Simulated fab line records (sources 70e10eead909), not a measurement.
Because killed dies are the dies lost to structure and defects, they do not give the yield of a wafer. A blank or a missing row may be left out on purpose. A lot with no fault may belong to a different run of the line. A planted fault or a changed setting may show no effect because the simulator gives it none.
A lot that was struck, set against a sound lot / flow nand_harc / 39 out of 1302 route steps
Sound: these wafers, L254.3, L254.4, L254.6. Struck: wafer L248.4 (left out: L248.5, L248.6 of the same lot, which were not struck); the cause appears at the end.
Per side, at each step with rows, come the tool, then ch with its chambers, and then its first start. Under that, the readings that differ: sound wafers / struck wafers / difference of the means / sigmas: that difference in standard deviations of wafers without a fault.
alike: readings whose means differ by less than 2 such deviations, and words and numbers that are the same on both sides. not compared: withheld readings, readings that some wafer has no value for, bounds like >300 that may hide the same value, and numbers for which the record gives no deviation and whose values overlap.
The two part at a step that has a row with sigmas, a row that says differs or no value, or rows on one side only. Numbers that have no deviation but don't overlap get no sigmas and don't part them. A reading that every wafer of one side lacks parts them only if that side has two wafers or more.

first, 12 steps without rows for these wafers: NHARC_A_CONTACT_ETCH_113 (etches the open film in C4F8/O2/Ar, time 190 s, target depth 1850 nm); NHARC_A_CONTACT_ETCH_114 (etches the open film in C4F8/O2/Ar, time 190 s, target depth 1850 nm); NHARC_A_CONTACT_ETCH_115 (etches the open film in C4F8/O2/Ar, time 190 s, target depth 1850 nm); NHARC_A_CONTACT_ETCH_116 (etches the open film in C4F8/O2/Ar, time 190 s, target depth 1850 nm); NHARC_A_CONTACT_ETCH_117 (etches the open film in C4F8/O2/Ar, time 190 s, target depth 1850 nm); NHARC_A_CONTACT_ETCH_118 (etches the open film in C4F8/O2/Ar, time 190 s, target depth 1850 nm); NHARC_A_CONTACT_ETCH_119 (etches the open film in C4F8/O2/Ar, time 190 s, target depth 1850 nm); NHARC_A_CONTACT_ETCH_120 (etches the open film in C4F8/O2/Ar, time 190 s, target depth 1850 nm); NHARC_A_CONTACT_ETCH_121 (etches the open film in C4F8/O2/Ar, time 190 s, target depth 1850 nm); NHARC_A_CONTACT_ETCH_122 (etches the open film in C4F8/O2/Ar, time 190 s, target depth 1850 nm); NHARC_A_CONTACT_ETCH_123 (etches the open film in C4F8/O2/Ar, time 490 s, target depth 2110 nm); NHARC_A_CONTACT_ETCH_90 (etches the open film in CH3F/O2, target depth 40 nm, time 85.7 s).
NHARC_A_CONTACT_ETCH_96: etches the open film in C4F6/O2, target depth 20 nm, time 10 s.
  sound on rie_diel-01 ch 0,1, day 31 11:47; struck on rie_diel-01 ch 3, day 27 16:37
  alike: c4f6_flow_sccm, drypump_motor_current_A, oes_product_au, rf_fwd_power_W, rf_vpp_V, showerhead_plenum_p_Torr, throttle_valve_pct
  not compared: rf_hours_counter_h
then, 25 steps without rows for these wafers: NHARC_A_CONTACT_STRIP_99 (strips in N2/H2); NHARC_A_CONTACT_STRIP_100 (strips in CF4/CHF3); NHARC_A_CONTACT_STRIP_101 (strips in O2/COS); NHARC_A_CONTACT_ETCH_102 (etches the open film in CF4/O2, target depth 100 nm, overetch 10 nm, time 55 s); NHARC_A_CONTACT_STRIP_55 (strips in O2); NHARC_A_CONTACT_STRIP_56 (strips in post etch residue remover, time 600 s); NHARC_A_CONTACT_DEP_57 (deposits aC, target thk 5300 nm); NHARC_A_CONTACT_DEP_58 (deposits SiON, target thk 90 nm); NHARC_A_CONTACT_DEHYDRATE_59 (time 120 s); NHARC_A_CONTACT_HMDS_60 (time 30 s); NHARC_A_CONTACT_COAT_61 (time 75 s); NHARC_A_CONTACT_COAT_62 (time 65 s); NHARC_A_CONTACT_COAT_63 (resist thk 90 nm); NHARC_A_CONTACT_SOFTBAKE_64 (time 55 s); NHARC_A_CONTACT_EBR_65; NHARC_A_CONTACT_EXPOSE_66 (exposes mask A CC 2); NHARC_A_CONTACT_PEB_67 (peb time 65 s); NHARC_A_CONTACT_DEVELOP_68 (develop time 35 s); NHARC_A_CONTACT_DESCUM_74 (chemistry O2, time 3 s); NHARC_A_CONTACT_ETCH_75 (etches the open film in CF4, target depth 39 nm, time 65 s); NHARC_A_CONTACT_ETCH_76 (etches the open film in N2/H2, target depth 260 nm, time 475.3 s); NHARC_A_CONTACT_ETCH_77 (etches the open film in CF4/CHF3, target depth 108.9 nm, time 54.5 s); NHARC_A_CONTACT_ETCH_78 (etches the open film in O2/COS, target depth 5300 nm, time 1378 s); NHARC_A_CONTACT_ETCH_124 (etches the open film in C4F8/O2/Ar, time 140 s, target depth 700 nm); NHARC_A_CONTACT_ETCH_125 (etches the open film in C4F8/O2/Ar, time 197 s, target depth 1918 nm).
-- the record jumps here: 3 days lie between the struck wafers' starts before and after (it left off in module A_CONTACT and takes up again in module END, whose first step shown is number 1302 of the route) --
NHARC_END_SORT_01:
  here the record holds rows for the struck wafers (prober-01 ch 0, day 30 10:31) but none for the sound ones

== WHERE THEY PART ==
NHARC_END_SORT_01 only, going by this record.

WHY: what had been put in by the simulator
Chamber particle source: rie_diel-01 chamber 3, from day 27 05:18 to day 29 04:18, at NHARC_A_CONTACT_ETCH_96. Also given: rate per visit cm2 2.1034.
